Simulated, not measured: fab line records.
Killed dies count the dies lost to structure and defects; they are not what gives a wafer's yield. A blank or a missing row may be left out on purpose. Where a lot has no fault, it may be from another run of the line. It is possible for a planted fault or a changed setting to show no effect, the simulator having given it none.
fab line records	flow n5_finfet
record: lots: 9	wafers: 27	last_day: 18
route steps=1938 shown SDB@361 BEOL_M4@1111 PASSIVATION@1936
lots that met no fault: from a run of the same line without faults
start_h: hours from the record's first day to the start of the lot's first wafer shown	wait_h: hours elapsed since this lot's preceding step	" unchanged from the row above	L1.1+2: a row that stands for several wafers	- either no value or no given start	* or withheld: withheld	< > ~ a bound
route shown NAME@n: a module of which the file shows steps, and the number in the route of the first	usual: mean/standard deviation taken from wafers without a fault	same: alike in all rows	chamber/n: place in a boat	sites: per-site readings	_std_site: standard deviation of those values	_edge_site: the outer-site mean with the inner-site mean subtracted	radius_mm: for every site, how far away it sits from the centre of the wafer	mask NAME#n: copy n	behind: the tool/chamber that last shaped the wafer	hold: reason for holding the lot/hours on hold/outcome of the hold	device: which transistor (n, p or np) failed to switch	end of line: tests of these same wafers at the route's end	where a step has no rows: the recipe by itself	killed: not the wafer's yield, but the dies lost to structure and defects at the first sort	map: the dies of a wafer, with x for killed, . for not killed, _ for no die there
set.NAME: the setting that was run; set.NAME@STEP: the one run at that earlier step	model.NAME: the simulator's own value behind a step, which no gauge read
steps of the route over a sample of lots; a table a step, a row a wafer
services: a tool's chamber out of use, with start hour (start_h, from the record's first day; less than 0 if before it), hours out, and reason
== steps ==
step: N5_SDB_ETCH_18
recipe: chemistry: N2/H2	target: SOC	target_depth_a: 1000	overetch_a: 200	mask_material: SiARC	temp_c: 40	time_s: 150	ion_energy_ev: 200	pressure_mtorr: 30	source_w: 840	bias_w: 150	n2_flow_sccm: 200	h2_flow_sccm: 200
usual: drypump_motor_current_A: 5.5/0.54	oes_product_au: 0.73/0.054	rf_vpp_V: 525.3/2.6	showerhead_plenum_p_Torr: 2.60/0.088	throttle_valve_pct: 17.88/0.11
same: time_s: 150
lot.wafer	tool	chamber	start_h	wait_h	drypump_motor_current_A	oes_product_au	rf_hours_counter_h	rf_vpp_V	showerhead_plenum_p_Torr	throttle_valve_pct
L738.1	rie_diel-01	3	79.36	0.0	5.3	0.66	153	525.7	2.65	17.78
L738.3	"	2	"	"	4.9	0.69	138	526.5	2.63	17.89
L738.6	"	0	"	"	6.4	0.76	-	525.5	2.60	17.73
L739.1	rie_diel-01	2	89.33	0.0	4.9	0.67	142	526.9	2.63	17.88
L739.3	"	1	"	"	5.2	0.82	11	525.5	2.60	17.67
L739.6	"	3	"	"	5.3	0.66	-	527.8	2.64	17.81
L741.3	rie_diel-01	1	96.98	0.0	5.2	0.74	15	525.9	2.60	17.66
L741.4	"	3	"	"	5.4	0.66	161	526.9	2.64	17.79
L741.6	"	2	"	"	5.0	0.61	-	527.4	2.63	17.89
L750.2	rie_diel-03	2	152.79	0.0	5.3	0.70	108	523.2	2.55	18.02
L750.3	"	1	"	"	5.2	0.73	103	522.9	2.58	17.95
L750.5	"	3	"	"	6.3	0.63	-	521.0	2.42	18.13
L751.2	rie_diel-05	3	160.79	0.0	4.6	0.77	56	527.9	2.69	17.84
L751.3	"	2	"	"	5.6	0.77	-	527.8	2.72	17.89
L751.4	"	3	"	"	4.6	0.77	-	525.9	2.69	17.83
L754.3	rie_diel-05	2	174.49	0.0	5.6	0.77	48	527.6	2.71	17.89
L754.4	"	3	"	"	4.6	0.76	-	527.3	2.68	17.85
L754.6	"	1	"	"	5.7	0.75	-	521.9	2.48	18.00
L755.1	rie_diel-01	1	179.18	0.0	5.2	0.76	49	524.0	2.59	17.74
L755.2	"	0	"	"	6.4	0.72	98	522.9	2.58	17.79
L755.4	"	3	"	"	5.3	0.64	187	527.0	2.63	17.85
L757.2	rie_diel-03	0	194.21	0.0	5.7	0.67	149	527.6	2.66	17.96
L757.3	"	3	"	"	6.3	0.61	242	519.0	2.41	18.18
L757.4	"	2	"	"	5.3	0.69	125	524.2	2.54	18.07
L759.2	rie_diel-05	2	207.36	0.0	5.6	0.75	60	527.9	2.71	17.92
L759.4	"	1	"	"	5.6	0.75	81	522.2	2.48	17.98
L759.5	"	2	"	"	5.6	0.75	-	528.6	2.71	17.92
step: N5_SDB_HM_OPEN_20
recipe: chemistry: CH3F/O2	target: SiNx	mask_material: SOC	target_depth_a: 240	stop_on: poly-Si	over_etch_frac: 0.4	ion_energy_ev: 120	pressure_mtorr: 30	source_w: 395	bias_w: 73	Ar_flow_sccm: 150	CH3F_flow_sccm: 30	O2_flow_sccm: 20
usual: drypump_motor_current_A: 5.5/0.54	oes_f_703_au: 0.82/0.061	oes_product_au: 0.67/0.049	rf_vpp_V: 298/6.8	showerhead_plenum_p_Torr: 2.05/0.07	throttle_valve_pct: 16.38/0.18
lot.wafer	tool	chamber	start_h	wait_h	drypump_motor_current_A	oes_f_703_au	oes_product_au	rf_hours_counter_h	rf_vpp_V	showerhead_plenum_p_Torr	throttle_valve_pct
L738.1	rie_diel-01	3	79.51	0.0	5.3	0.73	0.62	153	305	2.09	16.35
L738.3	"	2	"	"	4.9	0.77	0.63	138	301	2.09	16.56
L738.6	"	0	"	"	6.4	0.80	0.70	-	301	2.03	16.08
L739.1	rie_diel-01	2	89.49	0.0	4.9	0.76	0.62	142	302	2.09	16.57
L739.3	"	1	"	"	5.2	0.92	0.76	11	300	2.05	16.20
L739.6	"	3	"	"	5.3	0.73	0.60	-	304	2.09	16.33
L741.3	rie_diel-01	1	97.14	0.0	5.2	0.90	0.51	15	300	2.05	16.18
L741.4	"	3	"	"	5.3	0.73	0.59	161	305	2.09	16.34
L741.6	"	2	"	"	4.9	0.76	0.44	-	301	2.09	16.54
L750.2	rie_diel-03	2	152.95	0.0	5.3	0.77	0.63	108	306	2.03	16.67
L750.3	"	1	"	"	5.3	0.81	0.67	103	296	2.02	16.29
L750.5	"	3	"	"	6.3	0.74	0.57	-	287	1.92	16.76
L751.2	rie_diel-05	3	161.03	0.0	4.6	0.83	0.69	56	299	2.12	16.39
L751.3	"	2	"	"	5.6	0.88	0.70	-	304	2.13	16.33
L751.4	"	3	"	"	4.6	0.84	0.70	-	299	2.12	16.39
L754.3	rie_diel-05	2	174.65	0.0	5.6	0.88	0.70	48	303	2.13	16.35
L754.4	"	3	"	"	4.6	0.82	0.70	-	299	2.12	16.39
L754.6	"	1	"	"	5.7	0.89	0.69	-	286	1.94	16.23
L755.1	rie_diel-01	1	179.34	0.0	5.3	0.85	0.69	49	300	2.04	16.27
L755.2	"	0	"	"	6.4	0.77	0.66	98	302	2.02	16.17
L755.4	"	3	"	"	5.3	0.71	0.59	188	304	2.08	16.40
L757.2	rie_diel-03	0	194.37	0.0	5.7	0.78	0.60	149	297	2.07	16.31
L757.3	"	3	"	"	6.3	0.73	0.56	242	286	1.91	16.80
L757.4	"	2	"	"	5.3	0.75	0.62	125	305	2.02	16.69
L759.2	rie_diel-05	2	207.52	0.0	5.6	0.86	0.67	60	304	2.13	16.38
L759.4	"	1	"	"	5.7	0.88	0.67	81	286	1.93	16.26
L759.5	"	2	"	"	5.6	0.87	0.68	-	302	2.13	16.37
step: N5_SDB_ALD_29
recipe: material: SiNx	target_thk_a: 300	temp_c: 400	ald_precursor_family: SiH2I2	ald_co_reactant: N2/H2-plasma	pulse_time_s: 1	ald_cycles: 600	purge_time_s: 2	co_reactant_purge_time_s: 2	pressure_torr: 2
usual: chamber_pressure_Torr: 2.000/0.0045	heater_power_w: 888/82	precursor_pulse_height_rel: 1.000/0.018
lot.wafer	tool	chamber	start_h	wait_h	chamber_pressure_Torr	heater_power_w	precursor_pulse_height_rel
L738.1	ald_sin-04	1	80.38	0.0	2.001	840	1.007
L738.3	"	0	"	"	2.003	979	1.023
L738.6	"	2	81.73	1.4	1.994	1031	1.010
L739.1	ald_sin-02	0	91.69	0.3	1.999	923	0.993
L739.3	"	2	"	"	1.998	876	1.002
L739.6	"	0	93.04	1.7	1.992	946	1.021
L741.3	ald_sin-04	1	98.44	0.0	1.988	861	0.989
L741.4	"	0	"	"	1.998	975	1.013
L741.6	"	0	99.80	1.4	1.995	951	1.013
L750.2	ald_sin-03	1	153.62	0.1	1.997	828	0.978
L750.3	"	2	"	"	1.991	732	1.003
L750.5	"	2	154.98	1.5	1.993	723	1.022
L751.2	ald_sin-02	1	162.33	0.0	1.999	838	1.031
L751.3	"	3	"	"	1.998	930	0.963
L751.4	"	2	"	"	2.003	880	0.974
L754.3	ald_sin-03	3	175.25	0.0	1.998	840	0.994
L754.4	"	0	"	"	1.993	827	1.003
L754.6	"	2	176.60	1.4	2.001	723	0.996
L755.1	ald_sin-04	2	180.18	0.1	2.006	1020	0.989
L755.2	"	0	"	"	2.002	954	1.011
L755.4	"	1	"	"	1.999	837	1.019
L757.2	ald_sin-03	0	195.30	0.4	1.999	842	0.983
L757.3	"	1	"	"	1.996	838	0.991
L757.4	"	2	"	"	1.989	724	0.971
L759.2	ald_sin-04	0	208.94	0.5	1.998	984	1.009
L759.4	"	1	"	"	2.001	856	0.997
L759.5	"	2	210.29	1.9	2.008	1024	0.967
step: N5_SDB_CMP_30
recipe: stop_on: poly-Si	t_overpolish_s: 1.54	post_cmp_clean: alkaline_brush	down_force_psi: 4.1491	platen_rpm: 51.796	pad_velocity_m_s: 1.0306	target_thk_nm: 30
usual: head_pressure_psi: 4.150/0.0083	motor_current_A: 12.4/0.93	slurry_flow_ml_min: 149.9/0.48
lot.wafer	tool	chamber	start_h	wait_h	head_pressure_psi	motor_current_A	slurry_flow_ml_min
L738.3	cmp-03	1	83.15	1.4	4.155	12.5	150.7
L738.1	"	3	"	"	4.161	11.6	149.5
L738.6	"	0	"	"	4.159	11.4	150.6
L739.3	cmp-01	0	94.42	1.4	4.153	13.2	149.7
L739.1	"	2	"	"	4.151	10.9	149.5
L739.6	"	1	"	"	4.159	11.6	150.9
L741.4	cmp-01	0	101.22	1.4	4.148	12.7	150.2
L741.3	"	2	"	"	4.151	10.9	149.5
L741.6	"	0	"	"	4.155	13.4	150.3
L750.3	cmp-03	3	156.36	1.4	4.151	11.7	150.1
L750.2	"	1	"	"	4.159	12.6	149.5
L750.5	"	0	"	"	4.154	11.9	150.8
L751.3	cmp-03	3	165.06	1.4	4.164	11.2	150.9
L751.4	"	1	"	"	4.138	12.8	149.5
L751.2	"	2	"	"	4.144	13.3	149.8
L754.3	cmp-04	2	177.98	1.4	4.157	13.6	149.6
L754.4	"	3	"	"	4.168	11.5	149.9
L754.6	"	2	"	"	4.156	13.4	150.1
L755.4	cmp-03	1	183.07	1.5	4.149	12.3	150.1
L755.2	"	3	"	"	4.154	11.9	150.5
L755.1	"	0	"	"	4.150	11.2	149.2
L757.3	cmp-03	0	198.03	1.4	4.134	11.6	149.7
L757.2	"	1	"	"	4.141	12.3	149.2
L757.4	"	2	"	"	4.146	13.1	149.7
L759.2	cmp-03	1	211.67	1.4	4.150	12.8	149.9
L759.4	"	2	"	"	4.151	12.6	148.9
L759.5	"	2	"	"	4.148	12.8	149.0
step: N5_BEOL_M4_RC_MEAS_101
usual: DIBL_N: 37.1/1.8	DIBL_P: 37.2/2.1	IOFF_N: 0.17/0.033	IOFF_P: 0.22/0.037	ION_N: 680/11	ION_P: 464/7.7	SS_N: 71.7/0.63	SS_P: 73.6/0.67	VT_N: 248.9/2.9	VT_P: -251/3.6
lot.wafer	tool	chamber	start_h	wait_h	DIBL_N[mV/V]	DIBL_P[mV/V]	IOFF_N[nA/um]	IOFF_P[nA/um]	ION_N[uA/um]	ION_P[uA/um]	SS_N[mV/dec]	SS_P[mV/dec]	VT_N[mV]	VT_P[mV]
L738.1	prober-01	0	187.64	0.0	37.7	39.0	0.21	0.24	684	467	72.2	74.0	244.9	-249
L738.3	"	0	"	"	32.4	32.8	0.11	0.15	666	458	70.6	72.1	253.1	-256
L738.6	"	0	"	"	36.1	37.3	0.18	0.21	682	465	71.9	73.8	246.9	-250
L739.1	prober-02	0	190.94	0.0	38.7	40.6	0.22	0.26	701	473	72.0	74.6	242.9	-248
L739.3	"	0	"	"	35.8	36.7	0.14	0.18	676	455	71.4	73.2	251.4	-256
L739.6	"	0	"	"	34.1	33.8	0.12	0.15	667	454	71.0	72.5	251.3	-256
L741.4	prober-02	0	216.60	0.5	39.4	38.5	0.21	0.24	693	462	72.3	74.5	245.6	-248
L750.2	prober-02	0	274.81	0.2	37.6	37.8	0.16	0.18	674	456	71.8	73.2	250.6	-256
L750.3	"	0	"	"	37.6	37.0	0.15	0.17	673	459	71.1	72.8	250.8	-256
L750.5	"	0	"	"	37.3	37.4	0.16	0.17	676	453	71.5	72.9	248.5	-256
L751.2	prober-02	0	281.90	0.2	38.3	39.1	0.20	0.21	682	458	72.4	73.3	247.9	-251
L751.3	"	0	"	"	40.4	40.5	0.23	0.25	686	463	72.7	74.5	246.6	-248
L751.4	"	0	"	"	36.9	39.4	0.18	0.22	683	467	71.5	73.8	246.6	-250
L754.3	prober-01	0	286.94	0.6	33.3	35.1	0.13	0.18	675	461	70.6	73.1	252.0	-251
L754.4	"	0	"	"	34.7	36.7	0.14	0.21	682	465	70.8	72.9	249.0	-250
L754.6	"	0	"	"	34.8	38.0	0.15	0.23	678	470	71.7	74.3	249.5	-248
L755.1	prober-02	0	307.10	0.0	37.3	37.1	0.17	0.22	703	478	72.3	73.7	246.6	-249
L755.2	"	0	"	"	38.2	37.8	0.20	0.24	677	462	71.6	74.4	245.7	-250
L755.4	"	0	"	"	41.6	41.5	0.29	0.31	701	477	72.4	75.2	241.5	-244
L757.2	prober-01	0	318.01	0.2	38.4	37.9	0.20	0.24	695	469	72.2	74.3	243.4	-249
L757.3	"	0	"	"	37.4	36.2	0.18	0.22	678	461	72.0	73.4	247.8	-251
L757.4	"	0	"	"	37.3	35.7	0.17	0.21	666	461	71.5	73.1	249.1	-252
L759.2	prober-02	0	325.78	0.2	40.8	40.8	0.27	0.34	703	477	73.1	74.0	242.1	-241
L759.4	"	0	"	"	35.2	34.0	0.13	0.20	677	463	72.0	72.0	251.3	-248
L759.5	"	0	"	"	37.1	36.9	0.18	0.25	679	467	71.7	73.6	248.0	-244
step: N5_PASSIVATION_PROBE_49
usual: defect_limited_yield: 91.7/1.5	killed_at_M0_to_M3: 32/10	killed_at_M4_up: 14/5.3	killed_at_contacts: 13/5.7	killed_at_front_end: 37/10	killed_at_other: 3.3/2.5	killed_dies: 98/18	killed_on_rim: 13/3.6	killed_open: 65/13	killed_short: 31/7.5	sort_bin_4_leakage: 0.00/0.0099	sort_bin_5_function: 4.9/0.91	sort_bin_6_memory: 3.1/0.71	sort_n_pass: 1082/18	sort_yield_pct: 91.7/1.5
same: gross_dies: 1180	killed_at_back_side: 0	sort_bin_8_speed[%]: 0
lot.wafer	tool	chamber	start_h	wait_h	defect_limited_yield[%]	killed_at_M0_to_M3	killed_at_M4_up	killed_at_contacts	killed_at_front_end	killed_at_other	killed_dies	killed_on_rim	killed_open	killed_short	sort_bin_4_leakage[%]	sort_bin_5_function[%]	sort_bin_6_memory[%]	sort_n_pass	sort_yield_pct[%]
L741.3	prober-01	-	316.77	0.1	0	29	8	12	1127	4	1180	152	68	27	0	96.1	3.5	0	0
L741.4	prober-01	-	316.82	0.2	93.2	31	13	13	22	1	80	10	51	25	0	4.1	2.3	1100	93.2
L741.6	prober-01	-	316.92	0.3	0	29	21	18	1107	5	1180	152	72	24	0	96.9	3.0	0	0
L750.2	prober-01	-	382.35	0.1	92.9	14	17	6	43	4	84	10	45	28	0	4.1	2.6	1096	92.9
L750.3	prober-01	-	382.40	0.1	92.5	22	16	14	32	4	88	9	60	26	0	4.6	2.5	1092	92.5
L750.5	prober-01	-	382.50	0.2	92.9	27	26	10	18	3	84	13	56	24	0	4.3	2.5	1096	92.9
killed by level:class
L741.3 SDB:area_etch=1085 FIN_SAQP:geometric_particle:open=13 MOL_CONTACT_COAG:geometric_particle:open=11 BEOL_M1:geometric_particle:open=10 STI_FIN_REVEAL:geometric_particle:open=8 FIN_SAQP:geometric_particle:short=7 DUMMY_GATE:geometric_particle:open=7 BEOL_M0_SAQP:geometric_particle:open=4
L741.4 MOL_CONTACT_COAG:geometric_particle:open=11 BEOL_M2:geometric_particle:open=8 FIN_SAQP:geometric_particle:short=6 BEOL_M1:geometric_particle:open=6 BEOL_M0_SAQP:geometric_particle:short=4 BEOL_M2:geometric_particle:short=4 FIN_SAQP:geometric_particle:open=3 DUMMY_GATE:geometric_particle:open=3
L741.6 SDB:area_etch=1083 BEOL_M2:geometric_particle:open=19 BEOL_M4:geometric_particle:open=10 MOL_CONTACT_COAG:geometric_particle:short=9 MOL_CONTACT_COAG:geometric_particle:open=9 FIN_SAQP:geometric_particle:open=7 BEOL_M1:geometric_particle:open=5 BEOL_M5:geometric_particle:open=4
L750.2 FIN_SAQP:geometric_particle:open=11 FIN_SAQP:geometric_particle:short=8 BEOL_M1:geometric_particle:open=6 STI_FIN_REVEAL:geometric_particle:open=5 BEOL_M4:geometric_particle:open=5 HKMG_FIN:area_etch=5 MOL_CONTACT_COAG:geometric_particle:short=4 BEOL_M5:geometric_particle:open=4
L750.3 MOL_CONTACT_COAG:geometric_particle:open=10 FIN_SAQP:geometric_particle:open=8 STI_FIN_REVEAL:geometric_particle:open=7 GATE_CUT:geometric_particle:short=7 BEOL_M2:geometric_particle:open=7 BEOL_M0_SAQP:geometric_particle:open=5 MOL_CONTACT_COAG:geometric_particle:short=4 BEOL_M1:geometric_particle:open=4
L750.5 BEOL_M4:geometric_particle:open=12 BEOL_M1:geometric_particle:open=9 MOL_CONTACT_COAG:geometric_particle:open=7 FIN_SAQP:geometric_particle:open=6 BEOL_M7:geometric_particle:open=6 MOL_CONTACT_COAG:geometric_particle:short=3 BEOL_M0_SAQP:geometric_particle:short=3 BEOL_M0_SAQP:geometric_particle:open=3
== services ==
tool	chamber	start_h	hours	kind
cmp-03	-	65.49	2.8	repair
rie_diel-01	-	73.72	1.2	repair
rie_diel-01	1	77.18	4.7	repair
cmp-04	-	82.16	0.4	repair
cmp-01	-	83.57	2.8	repair
ald_sin-03	-	87.38	14.0	pm
ald_sin-03	0	87.38	14.0	vent_cycle
ald_sin-03	1	87.38	14.0	vent_cycle
ald_sin-03	2	87.38	14.0	vent_cycle
ald_sin-03	3	87.38	14.0	vent_cycle
rie_diel-01	3	100.79	8.7	repair
ald_sin-03	0	101.38	-	clean
ald_sin-03	1	101.38	-	clean
ald_sin-03	2	101.38	-	clean
cmp-04	-	104.34	7.8	pm
ald_sin-02	1	106.60	13.3	repair
rie_diel-01	-	135.57	0.8	repair
cmp-01	-	148.29	4.8	pm
rie_diel-05	1	148.75	2.2	repair
rie_diel-05	0	152.80	25.5	repair
rie_diel-05	1	160.48	5.4	repair
rie_diel-01	0	168.70	6.0	repair
cmp-01	-	172.77	16.3	pm
ald_sin-03	-	202.41	6.0	pm
== key ==
first_sign: step: N5_SDB_HM_OPEN_20	reading: oes_product_au	direction: down	sigmas: 3.9	usual: 0.67	struck: 0.47
effect: step: N5_PASSIVATION_PROBE_49	reading: killed_at_front_end	direction: up	sigmas: 99+	usual: 37	struck: 1117
more_kills_born_at: N5_SDB_ETCH_18@rie_diel-01: 2168
met_at N5_SDB_ETCH_18
struck_lots L741
struck_wafers L741.3,L741.6
later_rows_left_out L741.3,L741.6
not_acting_at N5_SDB_ALD_29,N5_SDB_CMP_30
onset_between 89.33 96.98
fault: kind: process_parameter_drift	tool: rie_diel-01	chamber: -	onset_h: 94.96	steps: N5_SDB_ETCH_18	channel: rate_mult	offset: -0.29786	shape: step	end_h: 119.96	scope: struck_wafers_only
later_rows_left_out: the simulator's readings of these wafers behind a module that went badly wrong aren't trusted and aren't shown, but for the sort
